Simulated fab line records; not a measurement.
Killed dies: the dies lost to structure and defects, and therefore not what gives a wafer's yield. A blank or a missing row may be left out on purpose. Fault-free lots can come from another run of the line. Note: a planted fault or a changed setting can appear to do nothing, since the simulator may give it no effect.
Matching of chambers || flow n5_finfet || rie_diel-06 running N5_WELL_APT_DESCUM_13: 4 sister chambers
The step chemistry O2, time 7.9 s. 18 wafers are shown with their chamber, then 9 later ones without.

EACH WAFER AND ITS CHAMBER
{"wafer": "L074.2", "chamber": 3, "drypump_motor_current_A (A)": 6.7, "throttle_valve_pct (%)": 20.16, "showerhead_plenum_p_Torr (Torr)": 2.16}
{"wafer": "L074.3", "chamber": 0, "drypump_motor_current_A (A)": 5.9, "throttle_valve_pct (%)": 20.35, "showerhead_plenum_p_Torr (Torr)": 2.17}
{"wafer": "L074.4", "chamber": 2, "drypump_motor_current_A (A)": 6.2, "throttle_valve_pct (%)": 20.51, "showerhead_plenum_p_Torr (Torr)": 2.19}
{"wafer": "L075.1", "chamber": 3, "drypump_motor_current_A (A)": 6.8, "throttle_valve_pct (%)": 20.19, "showerhead_plenum_p_Torr (Torr)": 2.16}
{"wafer": "L075.4", "chamber": 1, "drypump_motor_current_A (A)": 5.2, "throttle_valve_pct (%)": 20.46, "showerhead_plenum_p_Torr (Torr)": 2.20}
{"wafer": "L075.5", "chamber": 1, "drypump_motor_current_A (A)": 5.2, "throttle_valve_pct (%)": 20.46, "showerhead_plenum_p_Torr (Torr)": 2.20}
{"wafer": "L077.3", "chamber": 1, "drypump_motor_current_A (A)": 5.2, "throttle_valve_pct (%)": 20.47, "showerhead_plenum_p_Torr (Torr)": 2.20}
{"wafer": "L077.4", "chamber": 3, "drypump_motor_current_A (A)": 6.8, "throttle_valve_pct (%)": 20.18, "showerhead_plenum_p_Torr (Torr)": 2.16}
{"wafer": "L077.5", "chamber": 2, "drypump_motor_current_A (A)": 6.1, "throttle_valve_pct (%)": 20.52, "showerhead_plenum_p_Torr (Torr)": 2.19}
{"wafer": "L082.1", "chamber": 2, "drypump_motor_current_A (A)": 6.1, "throttle_valve_pct (%)": 20.55, "showerhead_plenum_p_Torr (Torr)": 2.19}
{"wafer": "L082.4", "chamber": 0, "drypump_motor_current_A (A)": 5.9, "throttle_valve_pct (%)": 20.39, "showerhead_plenum_p_Torr (Torr)": 2.16}
{"wafer": "L082.6", "chamber": 3, "drypump_motor_current_A (A)": 6.7, "throttle_valve_pct (%)": 20.20, "showerhead_plenum_p_Torr (Torr)": 2.15}
{"wafer": "L083.1", "chamber": 1, "drypump_motor_current_A (A)": 5.2, "throttle_valve_pct (%)": 20.47, "showerhead_plenum_p_Torr (Torr)": 2.20}
{"wafer": "L083.2", "chamber": 3, "drypump_motor_current_A (A)": 6.8, "throttle_valve_pct (%)": 20.19, "showerhead_plenum_p_Torr (Torr)": 2.15}
{"wafer": "L083.6", "chamber": 0, "drypump_motor_current_A (A)": 5.9, "throttle_valve_pct (%)": 20.39, "showerhead_plenum_p_Torr (Torr)": 2.16}
{"wafer": "L088.3", "chamber": 3, "drypump_motor_current_A (A)": 6.8, "throttle_valve_pct (%)": 20.23, "showerhead_plenum_p_Torr (Torr)": 2.15}
{"wafer": "L088.5", "chamber": 2, "drypump_motor_current_A (A)": 6.2, "throttle_valve_pct (%)": 20.55, "showerhead_plenum_p_Torr (Torr)": 2.18}
{"wafer": "L088.6", "chamber": 3, "drypump_motor_current_A (A)": 6.8, "throttle_valve_pct (%)": 20.23, "showerhead_plenum_p_Torr (Torr)": 2.15}

SIGNATURES (means of the wafers above)
{"reading": "drypump_motor_current_A", "chamber 0": 5.900, "chamber 1": 5.200, "chamber 2": 6.150, "chamber 3": 6.771, "scatter within a chamber": 0.0416}
{"reading": "throttle_valve_pct", "chamber 0": 20.3767, "chamber 1": 20.4650, "chamber 2": 20.5325, "chamber 3": 20.1971, "scatter within a chamber": 0.0214}
{"reading": "showerhead_plenum_p_Torr", "chamber 0": 2.1633, "chamber 1": 2.2000, "chamber 2": 2.1875, "chamber 3": 2.1543, "scatter within a chamber": 0.00473}
Rule: a wafer's distance from a chamber is the root of the sum, over the readings, of the square of ((its reading less the chamber's mean) divided by the reading's scatter). If the next closest chamber is less than 2 further off than the closest, the wafer can't be placed; otherwise it belongs to the closest. The scatter: take each reading less its chamber's mean, square it, sum over the shown wafers, divide by the number of wafers less the number of chambers, and take the root.

WAFERS WITH NO CHAMBER GIVEN
{"wafer": "L091.3", "drypump_motor_current_A (A)": 6.2, "throttle_valve_pct (%)": 20.58, "showerhead_plenum_p_Torr (Torr)": 2.18}
{"wafer": "L091.4", "drypump_motor_current_A (A)": 6.8, "throttle_valve_pct (%)": 20.23, "showerhead_plenum_p_Torr (Torr)": 2.15}
{"wafer": "L091.5", "drypump_motor_current_A (A)": 5.9, "throttle_valve_pct (%)": 20.40, "showerhead_plenum_p_Torr (Torr)": 2.16}
{"wafer": "L092.1", "drypump_motor_current_A (A)": 5.9, "throttle_valve_pct (%)": 20.42, "showerhead_plenum_p_Torr (Torr)": 2.16}
{"wafer": "L092.3", "drypump_motor_current_A (A)": 5.2, "throttle_valve_pct (%)": 20.52, "showerhead_plenum_p_Torr (Torr)": 2.19}
{"wafer": "L092.6", "drypump_motor_current_A (A)": 5.2, "throttle_valve_pct (%)": 20.53, "showerhead_plenum_p_Torr (Torr)": 2.19}
{"wafer": "L093.3", "drypump_motor_current_A (A)": 5.9, "throttle_valve_pct (%)": 20.41, "showerhead_plenum_p_Torr (Torr)": 2.16}
{"wafer": "L093.5", "drypump_motor_current_A (A)": 6.2, "throttle_valve_pct (%)": 20.57, "showerhead_plenum_p_Torr (Torr)": 2.18}
{"wafer": "L093.6", "drypump_motor_current_A (A)": 6.8, "throttle_valve_pct (%)": 20.21, "showerhead_plenum_p_Torr (Torr)": 2.15}

CHAMBER TAKEN BY EACH
{"wafer": "L091.3", "from the rows above": 2, "in truth": 2}
{"wafer": "L091.4", "from the rows above": 3, "in truth": 3}
{"wafer": "L091.5", "from the rows above": 0, "in truth": 0}
{"wafer": "L092.1", "from the rows above": 0, "in truth": 0}
{"wafer": "L092.3", "from the rows above": 1, "in truth": 1}
{"wafer": "L092.6", "from the rows above": 1, "in truth": 1}
{"wafer": "L093.3", "from the rows above": 0, "in truth": 0}
{"wafer": "L093.5", "from the rows above": 2, "in truth": 2}
{"wafer": "L093.6", "from the rows above": 3, "in truth": 3}
9 of 9 placed correctly. Can't be placed from these rows: 0. 0 placed wrongly.
